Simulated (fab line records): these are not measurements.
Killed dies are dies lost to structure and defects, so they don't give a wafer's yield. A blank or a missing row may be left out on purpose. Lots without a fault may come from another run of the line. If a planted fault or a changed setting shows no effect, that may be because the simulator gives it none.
Chamber matching / flow nandHarc / cmp-02 running NHARC_A_STAIRCASE_CMP_472: 4 sister chambers
The step polishes SiO2. 4 wafers are shown with their chamber, then 7 later ones without.

== WAFERS WITH THEIR CHAMBER ==
wafer=L080.4; chamber=3; motorCurrentA (A)=13.0
wafer=L082.4; chamber=1; motorCurrentA (A)=10.7
wafer=L092.1; chamber=0; motorCurrentA (A)=12.1
wafer=L092.3; chamber=2; motorCurrentA (A)=11.3

== WAFERS WITH NO CHAMBER GIVEN ==
wafer=L092.5; motorCurrentA (A)=13.2
wafer=L095.1; motorCurrentA (A)=12.7
wafer=L095.4; motorCurrentA (A)=13.1
wafer=L095.5; motorCurrentA (A)=12.4
wafer=L096.2; motorCurrentA (A)=10.4
wafer=L096.4; motorCurrentA (A)=12.9
wafer=L096.6; motorCurrentA (A)=10.4

== EACH ONE'S CHAMBER ==
wafer=L092.5; from the rows above=3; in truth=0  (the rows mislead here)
wafer=L095.1; from the rows above=can't be placed: 3 or 0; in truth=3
wafer=L095.4; from the rows above=3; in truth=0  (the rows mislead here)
wafer=L095.5; from the rows above=can't be placed: 0 or 3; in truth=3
wafer=L096.2; from the rows above=1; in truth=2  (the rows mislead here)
wafer=L096.4; from the rows above=3; in truth=3
wafer=L096.6; from the rows above=1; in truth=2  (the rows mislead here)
Correctly placed: 1 of 7. Cannot be placed on the basis of these rows: 2; the candidates contain the true chamber in 2. 4 placed wrongly.
How it was worked out, from the rows above alone: a wafer's distance from a chamber is the root of the sum, over the readings, of the square of ((its reading less the chamber's mean) divided by the reading's scatter). The wafer belongs to the nearest chamber; if the next one is less than 2 further off, it can't be placed. A chamber's mean is the mean of its shown wafers. The scatter (one wafer shown for each chamber): square how far every hidden wafer sits from the nearest shown wafer, average those squares and take the square root.
